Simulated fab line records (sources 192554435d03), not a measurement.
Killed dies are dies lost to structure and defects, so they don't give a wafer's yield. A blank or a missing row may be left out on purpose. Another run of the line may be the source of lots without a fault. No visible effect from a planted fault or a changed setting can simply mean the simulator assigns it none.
Split-lot study -- flow n5_finfet -- on a route of 1938 steps: 7 lots, 21 wafers read

SPLIT DETAILS
At N5_BEOL_M6_ILD_DEP_00 (deposits SiCOH lowk from DEMS/porogen, target thk 179.75 nm, time 33.4 s), the setting time_s was moved away from the recipe's 33.4 s on 11 of the 21 wafers read, by -14.8% to +8.3%. For the rest of the wafers, this setting stayed at what the recipe calls for.

FROM THE SPLIT TO THE READING: what the file shows between them, 1 step
- N5_BEOL_M6_CURE_74: cures SiCOH lowk, time 240 s

THE READING
M6_ILD_THK (nm), taken at N5_BEOL_M6_THK_MEAS_01. On this fab line, fault-free wafers typically give 155.4 nm with a standard deviation of 2.1 nm.

wafer,"tool, chamber at the split","time_s as run, s",against the recipe,"M6_ILD_THK, nm",against lot-mates on the recipe
L077.1,"pecvd-04, 1",36.02,+7.8%,165.0,+11.0
L077.2,"pecvd-04, 2",36.02,+7.8%,166.7,+12.7
L077.3,"pecvd-04, 0",33.4,recipe,154.0,-
L078.3,"pecvd-01, 0",33.4,recipe,154.8,-
L078.4,"pecvd-01, 1",36.17,+8.3%,170.0,+15.2
L078.5,"pecvd-01, 0",36.17,+8.3%,170.4,+15.6
L079.2,"pecvd-01, 1",33.4,recipe,153.7,-
L079.4,"pecvd-01, 0",29.26,-12.4%,140.2,-16.0
L079.5,"pecvd-01, 1",33.4,recipe,158.7,-
L080.3,"pecvd-04, 1",28.46,-14.8%,129.4,no lot-mate on the recipe
L080.4,"pecvd-04, 1",28.46,-14.8%,131.9,no lot-mate on the recipe
L080.5,"pecvd-04, 0",28.46,-14.8%,131.3,no lot-mate on the recipe
L091.4,"pecvd-02, 1",33.4,recipe,153.1,-
L091.5,"pecvd-02, 0",35.38,+5.9%,167.1,+11.4
L091.6,"pecvd-02, 2",33.4,recipe,158.3,-
L094.2,"pecvd-02, 0",33.4,recipe,156.2,-
L094.3,"pecvd-02, 1",33.4,recipe,155.1,-
L094.4,"pecvd-02, 2",33.4,recipe,160.2,-
L095.2,"pecvd-04, 0",34.94,+4.6%,159.8,+1.8
L095.3,"pecvd-04, 1",34.94,+4.6%,161.5,+3.5
L095.5,"pecvd-04, 1",33.4,recipe,158.0,-

THE FIT
A straight line over all 21 wafers: M6_ILD_THK changes by +1.57 nm for each +1% of time_s; r = +0.98; the points scatter about the line by 2.5 nm.
The same after taking each lot's own level away (the mean of its wafers on the recipe; 18 wafers): +1.47 nm for each +1%; r = +0.95; scatter 2.6 nm.
Per that fit: largest time_s move, reading shift of 22 nm.
Across the lots, their own levels run from 154.00 to 158.00 nm, a range of 1.9 times the standard deviation given above.
So the lot-to-lot level changes the slope little: the two slopes agree.
Check: -20.5 nm against its lot-mates is what the line predicts for one of the wafers moved furthest among these (-12.4%) when that wafer is left out of the fit. Against them it came out at -16 nm.

OTHER SPLITS ON THESE WAFERS
Before the reading, these wafers also passed through other splits. Each is held against what the fit with the lots' levels taken away leaves over:
other split on the same wafers,wafers away from the commonest value,r with M6_ILD_THK (lot level and that fit taken away)
N5_BEOL_M5_ETCH_72 bias_w,9,+0.14
N5_BEOL_M5_COAT_74 spin_rpm,6,-0.19

THE WHOLE CHAIN: every reading that the file lists as answering this split, in the file's order
step,what it does,reading,change (the file's fit),r (the file's)
N5_BEOL_M6_ILD_DEP_00,"deposits SiCOH lowk from DEMS/porogen, target thk 179.75 nm, time 33.4 s","SiCOH_lowk_of_BEOL_M6_ILD_DEP_00.thk_nm (the simulator's own value, which no gauge read)",+1.68 nm for each +1% of the setting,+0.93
N5_BEOL_M6_CURE_74,"cures SiCOH lowk, time 240 s","SiCOH_lowk_of_BEOL_M6_ILD_DEP_00.thk_nm (the simulator's own value, which no gauge read)",+1.47 nm for each +1% of the setting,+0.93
N5_BEOL_M6_THK_MEAS_01,,M6_ILD_THK,+1.46 for each +1% of the setting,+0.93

FILE'S OWN FIT
M6_ILD_THK changes by +1.46 nm for each +1% of time_s, r = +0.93.
